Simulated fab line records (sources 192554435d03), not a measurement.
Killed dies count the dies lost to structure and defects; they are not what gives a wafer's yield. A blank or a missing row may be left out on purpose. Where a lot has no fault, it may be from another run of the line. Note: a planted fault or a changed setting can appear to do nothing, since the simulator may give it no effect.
Chamber matching    flow n5_finfet    N5_BEOL_M9_ILD_DEP_00 on pecvd-04 has 3 sister chambers
The step deposits SiCOH lowk from DEMS/porogen, target thk 308.51 nm, time 58 s. 14 wafers are shown with their chamber, then 7 later ones without.

== WAFERS PAIRED WITH THEIR CHAMBERS ==
wafer   chamber  throttle_valve_pct (%)  showerhead_plenum_p_Torr (Torr)  heater_power_w (W)
L641.1  1        14.0                    5.741                            308
L641.4  1        13.4                    5.750                            317
L641.5  2        13.8                    5.747                            250
L642.4  1        13.9                    5.730                            251
L642.5  0        13.1                    5.728                            234
L642.6  2        13.7                    5.737                            239
L644.1  2        13.8                    5.735                            196
L644.5  0        13.3                    5.708                            296
L644.6  2        14.0                    5.743                            209
L656.4  0        13.1                    5.732                            265
L656.5  2        13.9                    5.740                            212
L656.6  1        14.2                    5.735                            259
L658.1  0        13.3                    5.724                            268
L658.2  1        13.8                    5.746                            296

SIGNATURES (averages over the wafers above)
reading                   chamber 0  chamber 1  chamber 2  scatter within a chamber
throttle_valve_pct        13.200     13.860     13.840     0.201
showerhead_plenum_p_Torr  5.72300    5.74040    5.74040    0.00789
heater_power_w            265.75     286.20     221.20     26
Rule: a wafer lies at a distance from a chamber equal to the root of the sum of squares, over the readings, of (its reading less the chamber's mean, divided by the reading's scatter). The wafer belongs to the nearest chamber; if the next one is less than 2 further off, it can't be placed. The scatter is the square root of a quotient: the sum, over the shown wafers, of each reading's squared deviation from its chamber's mean, divided by wafers minus chambers.

== WAFERS WHOSE CHAMBER IS MISSING ==
wafer   throttle_valve_pct (%)  showerhead_plenum_p_Torr (Torr)  heater_power_w (W)
L658.3  14.2                    5.738                            242
L660.1  13.8                    5.744                            303
L660.4  13.8                    5.742                            315
L660.5  12.9                    5.726                            295
L662.2  13.9                    5.752                            240
L662.4  13.8                    5.748                            299
L662.5  14.2                    5.749                            249

== EACH ONE'S CHAMBER ==
wafer   from the rows above      in truth
L658.3  can't be placed: 2 or 1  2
L660.1  1                        1
L660.4  1                        1
L660.5  0                        0
L662.2  can't be placed: 2 or 1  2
L662.4  1                        1
L662.5  can't be placed: 2 or 1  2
Correct placement for 4 of the 7. Cannot be placed on the basis of these rows: 3; the candidates contain the true chamber in 3. Wrongly placed: 0.
